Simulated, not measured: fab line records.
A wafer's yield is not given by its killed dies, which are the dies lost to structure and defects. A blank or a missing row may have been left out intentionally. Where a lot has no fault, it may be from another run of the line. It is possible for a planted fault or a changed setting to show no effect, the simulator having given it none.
fab line records | flow n5Finfet | part 1 of 2: steps 1 to 24 of 34
record lots=5 wafers=15 lastDay=16
route steps=1938 shown BEOL_M12@1617
lots with no fault: from the same line, run without faults
startH: start of the lot's first displayed wafer, in hours after the record's first day | waitH: hours elapsed since this lot's preceding step | " as in the row above | L1.1+2: a row that stands for several wafers | - no value, or no start given | * or withheld: withheld | < > ~ a bound
route shown NAME@n: NAME is a module with steps in the file, n the number in the route of the first one | usual: average and standard deviation across the fault-free wafers | same: alike in all rows | chamber/n: place in a boat | sites: readings site by site | _std_site: standard deviation of those values | _edge_site: inner sites' mean taken away from outer sites' mean | radiusMm: how far each site lies from the wafer's centre | mask NAME#n: copy n | behind: tool/chamber where the wafer was last shaped | hold: cause of the lot's hold/its duration in hours/its outcome | device: the n, p or np transistor that did not switch | end of line: the same wafers' tests at the end of the route | step lacking rows: just its recipe | killed: dies that structure and defects cost at the first sort, which is not the same as the wafer's yield | map: a wafer's dies, marking killed ones x, the rest . and places with no die _
set.NAME: the setting as run; set.NAME@STEP: as run at that earlier step | model.NAME: the simulator's own value behind a step, which no gauge read
lots seen at some steps along the route; tables by step, rows by wafer
services: from which hour (startH, from the record's first day; less than 0 if before it) a tool's chamber was out of use, for how many hours, and why
## steps
# step N5_BEOL_M12_VIA_ETCH_16
# recipe chemistry=C4F8/O2/Ar target=SiOC pressureMtorr=30 sourceW=3000 biasW=700 Ar_flow_sccm=400 C4F8_flow_sccm=15 O2_flow_sccm=8 heInnerTorr=15 heOuterTorr=30 targetDepthA=7248 timeS=withheld ionEnergyEv=250 ends=cleared
# usual drypumpMotorCurrentA=5.7/0.44 oesProductAu=0.70/0.071 rfVppV=666/3.5 showerheadPlenumPTorr=3.45/0.12 throttleValvePct=24.21/0.22
# columns lot.wafer tool chamber startH waitH drypumpMotorCurrentA oesProductAu rfVppV showerheadPlenumPTorr throttleValvePct
L074.1 rieDiel-01 0 232.43 0.0 5.7 0.65 662 3.27 24.50
L074.5 " 1 " " 5.6 0.73 671 3.59 24.00
L074.6 " 0 " " 5.7 0.65 662 3.27 24.47
L084.2 rieDiel-02 3 275.96 0.0 5.9 0.66 662 3.29 24.09
L084.4 " 2 " " 6.1 0.68 670 3.56 24.10
L084.5 " 3 " " 5.9 0.65 662 3.29 24.09
L089.3 rieDiel-01 3 324.20 0.0 6.2 0.65 669 3.52 24.17
L089.5 " 1 " " 5.6 0.70 670 3.57 24.03
L089.6 " 2 " " 5.0 0.83 667 3.49 24.22
L095.4 rieDiel-06 2 344.43 0.0 5.4 0.62 669 3.50 24.64
L095.5 " 1 " " 5.0 0.75 663 3.33 24.11
L095.6 " 2 " " 5.5 0.63 668 3.50 24.61
L094.4 rieDiel-01 3 354.63 0.1 6.2 0.64 669 3.51 24.22
L094.5 " 1 " " 5.6 0.69 670 3.56 24.08
L094.6 " 2 " " 5.1 0.81 668 3.48 24.26
# step N5_BEOL_M12_STRIP_63
# recipe chemistry=N2/H2 powerW=1000 tempC=250 h2Frac=0.65 overashFraction=0.3 pressureMtorr=1000 n2FlowSccm=1750 h2FlowSccm=3250
# usual drypumpMotorCurrentA=5.8/0.45 heaterPowerW=329/29 oesProductAu=0.693/0.0049 stripTimeToEndpointS=42.6/0.85
# columns lot.wafer tool chamber startH waitH drypumpMotorCurrentA heaterPowerW oesProductAu rfHoursCounterH stripTimeToEndpointS
L074.1 plasmaAsher-02 0 232.63 - 5.9 324 0.690 123 41.7
L074.5 " 0 " " 5.9 325 0.682 - 40.7
L074.6 " 1 " " 5.3 371 0.685 - 40.6
L084.2 plasmaAsher-02 0 276.16 - 5.9 325 0.690 131 43.6
L084.4 " 1 " " 5.3 370 0.698 - 42.2
L084.5 " 1 " " 5.3 366 0.695 - 42.6
L089.3 plasmaAsher-02 1 324.42 - 5.3 367 0.689 - 42.3
L089.5 " 0 " " 5.9 323 0.699 - 42.3
L089.6 " 1 " " 5.3 360 0.685 - 41.6
L095.4 plasmaAsher-02 1 344.65 - 5.3 367 0.683 - 42.4
L095.5 " 0 " " 5.9 323 0.685 - 42.9
L095.6 " 1 " " 5.3 360 0.700 - 43.2
L094.4 plasmaAsher-02 1 354.76 - 5.3 368 0.697 - 42.2
L094.5 " 0 " " 5.9 324 0.692 - 42.2
L094.6 " 1 " " 5.3 367 0.692 - 42.5
# step N5_BEOL_M12_STRIP_64
# recipe chemistry=N2/H2 powerW=1000 tempC=250 h2Frac=0.65 overashFraction=0.3 pressureMtorr=withheld n2FlowSccm=1750 h2FlowSccm=3250
# usual drypumpMotorCurrentA=5.8/0.45 heaterPowerW=329/30 oesProductAu=0.715/0.0045 stripTimeToEndpointS=31.34/0.08
# columns lot.wafer tool chamber startH waitH drypumpMotorCurrentA heaterPowerW oesProductAu rfHoursCounterH stripTimeToEndpointS
L074.1 plasmaAsher-02 0 232.69 0.0 5.9 331 0.714 123 31.24
L074.5 " 0 " " 5.9 332 0.711 - 31.24
L074.6 " 1 " " 5.3 365 0.726 - 31.21
L084.2 plasmaAsher-02 0 276.22 0.0 5.9 332 0.716 131 31.25
L084.4 " 1 " " 5.3 371 0.712 - 31.35
L084.5 " 1 " " 5.3 366 0.725 - 31.35
L089.3 plasmaAsher-02 1 324.48 0.0 5.3 359 0.719 - 31.31
L089.5 " 0 " " 5.9 325 0.711 - 31.35
L089.6 " 1 " " 5.3 368 0.718 - 31.31
L095.4 plasmaAsher-02 1 344.71 0.0 5.3 367 0.711 - 31.44
L095.5 " 0 " " 5.9 321 0.718 - 31.47
L095.6 " 1 " " 5.3 373 0.708 - 31.53
L094.4 plasmaAsher-02 1 354.82 0.0 5.3 357 0.714 - 31.37
L094.5 " 0 " " 5.9 325 0.711 - 31.35
L094.6 " 1 " " 5.3 366 0.715 - 31.49
# step N5_BEOL_M12_STRIP_71
# recipe chemistry=postEtchResidueRemover timeS=60 tempC=25 removerPh=withheld removerWaterWtPct=withheld removerFluorideWtPct=withheld
# columns lot.wafer tool chamber startH waitH
L074.1+5+6 wetBench-06 7,0,2 232.77 0.1
L084.2+4+5 wetBench-01 7,2,3 276.31 0.1
L089.3+5+6 wetBench-06 0,2,7 324.55 0.0
L095.4+5+6 wetBench-06 4,1,0 344.79 0.1
L094.4+5+6 wetBench-04 3,4,6 354.89 0.0
# step N5_BEOL_M12_SRD_72
# recipe timeS=30 tempC=23 rinseLiquid=diw dry=n2Spin spinRpm=1500 dryTimeS=30
# same dryTimeS=30
# columns lot.wafer tool chamber startH waitH
L074.1+5+6 wetBench-06 7,0,2 232.79 0.0
L084.2+4+5 wetBench-01 7,2,3 276.33 0.0
L089.3+5+6 wetBench-06 0,2,7 324.56 0.0
L095.4+5+6 wetBench-06 4,1,0 344.80 0.0
L094.4+5+6 wetBench-04 3,4,6 354.91 0.0
# step N5_BEOL_M12_CD_MEAS_17
# recipe targetCdNm=140 polarity=opening
# usual cdNm=140.4/1.7
# columns lot.wafer tool chamber startH waitH cdNm
L074.1 cdSem-03 - 232.84 0.0 138.1
L074.5 " - " " 137.9
L074.6 " - " " 138.1
L084.2 cdSem-02 - 276.37 0.0 138.7
L084.4 " - " " 138.6
L084.5 " - " " 139.2
L089.3 cdSem-02 - 324.61 0.0 141.2
L089.5 " - " " 141.0
L089.6 " - " " 141.8
L095.4 cdSem-03 - 344.85 0.0 141.2
L095.5 " - " " 139.0
L095.6 " - " " 140.6
L094.4 cdSem-01 - 354.96 0.0 138.0
L094.5 " - " " 138.3
L094.6 " - " " 140.8
# step N5_BEOL_M12_COAT_65
# recipe resist=SOC tempC=250 timeS=60 spinRpm=1500 resistThkNm=300
# columns lot.wafer tool chamber startH waitH
L074.1+5+6 lithoTrack-03 0 232.87 0.0
L084.2+4+5 lithoTrack-01 0 276.41 0.0
L089.3+5+6 lithoTrack-01 0 324.64 0.0
L095.4+5+6 lithoTrack-03 0 344.88 0.0
L094.4+5+6 lithoTrack-02 0 354.99 0.0
# step N5_BEOL_M12_COAT_66
# recipe resist=SiARC tempC=220 timeS=60 spinRpm=1500 resistThkNm=110
# columns lot.wafer tool chamber startH waitH
L074.1+5+6 lithoTrack-03 0 - -
L084.2+4+5 lithoTrack-01 0 - -
L089.3+5+6 lithoTrack-01 0 - -
L095.4+5+6 lithoTrack-03 0 - -
L094.4+5+6 lithoTrack-02 0 - -
# step N5_BEOL_M12_COAT_22
# recipe spinRpm=2888 resistThkNm=300
# columns lot.wafer tool chamber startH waitH
L074.1+5+6 lithoTrack-03 0 - -
L084.2+4+5 lithoTrack-01 0 - -
L089.3+5+6 lithoTrack-01 0 - -
L095.4+5+6 lithoTrack-03 0 - -
L094.4+5+6 lithoTrack-02 0 - -
# step N5_BEOL_M12_EBR_24
# recipe solvent=PGMEA ebrWidthMm=1.5
# columns lot.wafer tool chamber startH waitH
L074.1+5+6 lithoTrack-03 0 - -
L084.2+4+5 lithoTrack-01 0 - -
L089.3+5+6 lithoTrack-01 0 - -
L095.4+5+6 lithoTrack-03 0 - -
L094.4+5+6 lithoTrack-02 0 - -
# step N5_BEOL_M12_SOFTBAKE_23
# recipe tempC=130 timeS=60
# columns lot.wafer tool chamber startH waitH
L074.1+5+6 lithoTrack-03 0 - -
L084.2+4+5 lithoTrack-01 0 - -
L089.3+5+6 lithoTrack-01 0 - -
L095.4+5+6 lithoTrack-03 0 - -
L094.4+5+6 lithoTrack-02 0 - -
# step N5_BEOL_M12_EXPOSE_25
# recipe maskId=M12 na=0.93 sourceShape=conventional sigmaOuter=0.4 polarization=unpolarized doseMj=21.8
# usual focusOffsetNm=0.0/0.51
# same sigmaOuter=0.4
# columns lot.wafer tool chamber startH waitH mask focusOffsetNm
L074.1 krfScanner-01 0 232.99 - M12#0 -0.6
L074.5 " 0 " " M12#0 0.1
L074.6 " 0 " " M12#0 -0.1
L084.2 krfScanner-01 0 276.65 - M12#0 -0.2
L084.4 " 0 " " M12#0 0.1
L084.5 " 0 " " M12#0 0.7
L089.3 krfScanner-02 0 324.77 - M12#0 0.3
L089.5 " 0 " " M12#0 0.4
L089.6 " 0 " " M12#0 0.1
L095.4 krfScanner-02 0 345.14 - M12#0 -0.3
L095.5 " 0 " " M12#0 0.2
L095.6 " 0 " " M12#0 0.3
L094.4 krfScanner-01 0 355.25 - M12#0 -0.4
L094.5 " 0 " " M12#0 -0.1
L094.6 " 0 " " M12#0 0.0
# step N5_BEOL_M12_PEB_26
# recipe pebTempC=130 pebTimeS=90
# columns lot.wafer tool chamber startH waitH
L074.1+5+6 lithoTrack-01 0 233.05 0.1
L084.2+4+5 lithoTrack-02 0 276.71 0.0
L089.3+5+6 lithoTrack-01 0 324.82 0.0
L095.4+5+6 lithoTrack-01 0 345.18 0.0
L094.4+5+6 lithoTrack-01 0 355.29 0.0
# step N5_BEOL_M12_DEVELOP_27
# recipe developTimeS=45 rinseLiquid=diw dry=airSpin devTempC=21
# columns lot.wafer tool chamber startH waitH
L074.1+5+6 lithoTrack-01 0 - -
L084.2+4+5 lithoTrack-02 0 - -
L089.3+5+6 lithoTrack-01 0 - -
L095.4+5+6 lithoTrack-01 0 - -
L094.4+5+6 lithoTrack-01 0 - -
# step N5_BEOL_M12_HARDBAKE_32
# recipe tempC=130 timeS=120
# columns lot.wafer tool chamber startH waitH
L074.1+5+6 lithoTrack-01 0 - -
L084.2+4+5 lithoTrack-02 0 - -
L089.3+5+6 lithoTrack-01 0 - -
L095.4+5+6 lithoTrack-01 0 - -
L094.4+5+6 lithoTrack-01 0 - -
# step N5_BEOL_M12_CD_MEAS_28
# recipe targetCdNm=160.2 landingEnergyEv=500 detector=seInlens polarity=opening
# usual cdNm=160.3/1.1
# columns lot.wafer tool chamber startH waitH cdNm
L074.1 cdSem-01 0 233.16 - 160.4
L074.5 " 0 " " 159.8
L074.6 " 0 " " 158.2
L084.2 cdSem-02 0 276.82 - 159.5
L084.4 " 0 " " 157.3
L084.5 " 0 " " 158.1
L089.3 cdSem-01 0 324.93 - 159.5
L089.5 " 0 " " 160.6
L089.6 " 0 " " 160.9
L095.4 cdSem-03 0 345.30 - 159.6
L095.5 " 0 " " 159.2
L095.6 " 0 " " 161.2
L094.4 cdSem-03 0 355.41 - 162.0
L094.5 " 0 " " 162.2
L094.6 " 0 " " 161.3
# step N5_BEOL_M12_OVL_MEAS_29
# recipe pointsPerWafer=44
# usual M12_OVL=-1/5.2
# same pointsPerWafer=44
# columns lot.wafer tool chamber startH waitH M12_OVL[nm]
L074.1 overlay-02 0 233.19 0.0 9
L074.5 " 0 " " 5
L074.6 " 0 " " -7
L084.2 overlay-02 0 276.85 0.0 3
L084.4 " 0 " " 2
L084.5 " 0 " " -2
L089.3 overlay-01 0 324.96 0.0 3
L089.5 " 0 " " -4
L089.6 " 0 " " -2
L095.4 overlay-01 0 345.33 0.0 -2
L095.5 " 0 " " 1
L095.6 " 0 " " -8
L094.4 overlay-01 0 355.43 0.0 -1
L094.5 " 0 " " -5
L094.6 " 0 " " -9
# step N5_BEOL_M12_INSPECT_30
# recipe mode=adi inspectInstrument=macro
# usual rawDefectCount=2.0/1.3
# columns lot.wafer tool chamber startH waitH rawDefectCount
L074.1 defectInspect-01 - 233.22 0.0 0
L074.5 " - " " 1
L074.6 " - " " 1
L084.2 defectInspect-02 - 276.87 0.0 1
L084.4 " - " " 2
L084.5 " - " " 1
L089.3 defectInspect-02 - 324.99 0.0 2
L089.5 " - " " 2
L089.6 " - " " 2
L095.4 defectInspect-01 - 345.36 0.0 3
L095.5 " - " " 2
L095.6 " - " " 1
L094.4 defectInspect-01 - 355.46 0.0 1
L094.5 " - " " 3
L094.6 " - " " 2
# step N5_BEOL_M12_DESCUM_33
# recipe chemistry=O2 timeS=7.9 sourcePowerW=50 biasPowerW=20 pressureMtorr=20 rfFrequencyHz=2.712e+07 tempC=40 o2FlowSccm=225
# usual drypumpMotorCurrentA=5.7/0.45 oesProductAu=0.79/0.081 rfVppV=243.5/1.5 showerheadPlenumPTorr=2.11/0.081 throttleValvePct=20.41/0.23
# columns lot.wafer tool chamber startH waitH drypumpMotorCurrentA oesProductAu rfHoursCounterH rfVppV showerheadPlenumPTorr throttleValvePct
L074.1 rieDiel-01 1 233.25 0.0 5.6 0.82 74 244.8 2.20 20.18
L074.5 " 3 " " 6.2 0.74 - 245.3 2.18 20.46
L074.6 " 1 " " 5.6 0.82 - 243.9 2.20 20.18
L084.2 rieDiel-01 2 276.91 0.0 5.0 0.97 3 242.5 2.14 20.41
L084.4 " 3 " " 6.2 0.74 168 245.4 2.18 20.48
L084.5 " 3 " " 6.2 0.74 - 245.1 2.18 20.49
L089.3 rieDiel-02 2 325.02 0.0 6.1 0.75 159 243.8 2.18 20.39
L089.5 " 2 " " 6.1 0.75 - 245.5 2.18 20.40
L089.6 " 1 " " 6.5 0.93 - 245.0 2.14 20.16
L095.4 rieDiel-01 2 345.47 0.1 5.1 0.91 26 243.7 2.13 20.43
L095.5 " 2 " " 5.0 0.90 - 244.2 2.13 20.42
L095.6 " 1 " " 5.6 0.77 - 242.5 2.18 20.25
L094.4 rieDiel-06 2 355.55 0.1 5.4 0.69 - 243.1 2.15 20.90
L094.5 " 2 " " 5.4 0.69 - 244.8 2.15 20.92
L094.6 " 1 " " 5.0 0.83 - 242.3 2.02 20.23
# step N5_BEOL_M12_ETCH_67
# recipe chemistry=CF4 target=SiARC targetDepthA=1430 timeS=238.3 ionEnergyEv=80 pressureMtorr=40 sourceW=545 biasW=36 Ar_flow_sccm=100 cf4FlowSccm=100 ends=cleared
# usual drypumpMotorCurrentA=5.7/0.46 etchRfOnTimeS=237/3.6 oesProductAu=0.67/0.068 rfVppV=184.3/1.2 showerheadPlenumPTorr=2.16/0.076 throttleValvePct=15.62/0.24
# columns lot.wafer tool chamber startH waitH drypumpMotorCurrentA etchRfOnTimeS oesProductAu rfHoursCounterH rfVppV showerheadPlenumPTorr throttleValvePct
L074.1 rieDiel-01 1 233.29 0.0 5.6 237 0.71 74 186.0 2.25 15.43
L074.5 " 3 " " 6.2 235 0.65 - 185.4 2.23 15.65
L074.6 " 1 " " 5.6 238 0.70 - 186.0 2.25 15.42
L084.2 rieDiel-01 2 276.94 0.0 5.0 231 0.84 3 185.4 2.19 15.53
L084.4 " 3 " " 6.2 237 0.63 168 184.5 2.22 15.69
L084.5 " 3 " " 6.2 238 0.63 - 185.0 2.22 15.70
L089.3 rieDiel-02 2 325.05 0.0 6.1 235 0.64 159 185.3 2.23 15.56
L089.5 " 2 " " 6.1 234 0.64 - 184.5 2.23 15.57
L089.6 " 1 " " 6.5 230 0.79 - 184.8 2.18 15.30
L095.4 rieDiel-01 2 345.51 0.0 5.0 230 0.78 26 185.5 2.18 15.56
L095.5 " 2 " " 5.0 229 0.78 - 185.2 2.18 15.57
L095.6 " 1 " " 5.6 237 0.66 - 186.0 2.24 15.53
L094.4 rieDiel-06 2 355.66 0.1 5.4 236 0.59 - 182.9 2.19 16.11
L094.5 " 2 " " 5.4 237 0.59 - 184.6 2.19 16.08
L094.6 " 1 " " 5.0 239 0.69 - 182.0 2.08 15.48
# step N5_BEOL_M12_ETCH_68
# recipe chemistry=N2/H2 target=SOC maskMaterial=SiARC sourceW=3000 biasW=350 tempC=40 timeS=285 ionEnergyEv=200 pressureMtorr=30 n2FlowSccm=200 h2FlowSccm=200
# usual drypumpMotorCurrentA=5.7/0.46 oesProductAu=0.79/0.08 rfVppV=524.6/2.8 showerheadPlenumPTorr=2.57/0.098 throttleValvePct=17.78/0.26
# columns lot.wafer tool chamber startH waitH drypumpMotorCurrentA oesProductAu rfHoursCounterH rfVppV showerheadPlenumPTorr throttleValvePct
L074.1 rieDiel-01 1 233.43 0.1 5.6 0.83 75 527.2 2.68 17.55
L074.5 " 3 " " 6.2 0.75 - 527.5 2.65 17.82
L074.6 " 1 " " 5.6 0.82 - 527.7 2.68 17.57
L084.2 rieDiel-01 2 277.09 0.1 5.0 0.98 3 525.5 2.61 17.71
L084.4 " 3 " " 6.2 0.74 168 527.1 2.64 17.86
L084.5 " 3 " " 6.2 0.73 - 527.0 2.64 17.86
L089.3 rieDiel-02 2 325.20 0.1 6.1 0.73 160 526.1 2.64 17.71
L089.5 " 2 " " 6.1 0.74 - 526.6 2.64 17.70
L089.6 " 1 " " 6.5 0.93 - 525.4 2.61 17.59
L095.4 rieDiel-01 2 345.65 0.1 5.0 0.90 27 526.4 2.60 17.75
L095.5 " 2 " " 5.0 0.90 - 524.7 2.60 17.76
L095.6 " 1 " " 5.6 0.78 - 526.0 2.66 17.64
L094.4 rieDiel-06 2 355.90 0.2 5.4 0.68 - 525.8 2.61 18.24
L094.5 " 2 " " 5.4 0.69 - 526.7 2.61 18.25
L094.6 " 1 " " 5.0 0.82 - 522.0 2.45 17.54
# step N5_BEOL_M12_STRIP_69
# recipe chemistry=N2/H2 tempC=40 n2FlowSccm=200 h2FlowSccm=200 rfFrequencyHz=6e+07
# columns lot.wafer tool chamber startH waitH
L074.1+5+6 rieDiel-01 1,3,1 233.60 0.1
L084.2+4+5 rieDiel-01 2,3,3 277.26 0.1
L089.3+5+6 rieDiel-02 2,2,1 325.37 0.1
L095.4+5+6 rieDiel-01 2,2,1 345.82 0.1
L094.4+5+6 rieDiel-06 2,2,1 356.07 0.1
# step N5_BEOL_M12_TRENCH_ETCH_34
# recipe chemistry=C4F8/O2/Ar target=SiOC targetDepthA=3189.5 maskMaterial=SOC pressureMtorr=30 sourceW=3000 biasW=700 Ar_flow_sccm=400 C4F8_flow_sccm=15 O2_flow_sccm=8 heInnerTorr=15 heOuterTorr=30 timeS=125.5 ionEnergyEv=250
# usual drypumpMotorCurrentA=5.7/0.46 oesProductAu=0.79/0.08 rfVppV=666/3.5 showerheadPlenumPTorr=3.45/0.12 throttleValvePct=24.20/0.22
# columns lot.wafer tool chamber startH waitH drypumpMotorCurrentA oesProductAu rfHoursCounterH rfVppV showerheadPlenumPTorr throttleValvePct
L074.1 rieDiel-01 1 233.61 0.0 5.6 0.82 75 670 3.59 24.02
L074.5 " 3 " " 6.2 0.75 - 669 3.54 24.14
L074.6 " 1 " " 5.6 0.83 - 671 3.59 23.99
L084.2 rieDiel-01 2 277.27 0.0 5.0 0.98 4 669 3.49 24.20
L084.4 " 3 " " 6.2 0.74 168 668 3.53 24.18
L084.5 " 3 " " 6.2 0.73 - 668 3.53 24.16
L089.3 rieDiel-02 2 325.38 0.0 6.1 0.74 160 670 3.55 24.15
L089.5 " 2 " " 6.1 0.74 - 668 3.55 24.13
L089.6 " 1 " " 6.5 0.93 - 667 3.48 23.93
L095.4 rieDiel-01 2 345.83 0.0 5.1 0.90 27 666 3.48 24.24
L095.5 " 2 " " 5.0 0.89 - 667 3.48 24.25
L095.6 " 1 " " 5.6 0.77 - 670 3.56 24.05
L094.4 rieDiel-06 2 356.14 0.1 5.4 0.69 - 668 3.49 24.63
L094.5 " 2 " " 5.4 0.69 - 667 3.49 24.65
L094.6 " 1 " " 5.0 0.82 - 663 3.33 24.12
# step N5_BEOL_M12_STRIP_70
# recipe chemistry=C4F8/O2/Ar resist=SiARC rfFrequencyHz=6e+07
# columns lot.wafer tool chamber startH waitH
L074.1+5+6 rieDiel-01 1,3,1 233.73 0.1
L084.2+4+5 rieDiel-01 2,3,3 277.39 0.1
L089.3+5+6 rieDiel-02 2,2,1 325.50 0.1
L095.4+5+6 rieDiel-01 2,2,1 345.95 0.1
L094.4+5+6 rieDiel-06 2,2,1 356.26 0.1
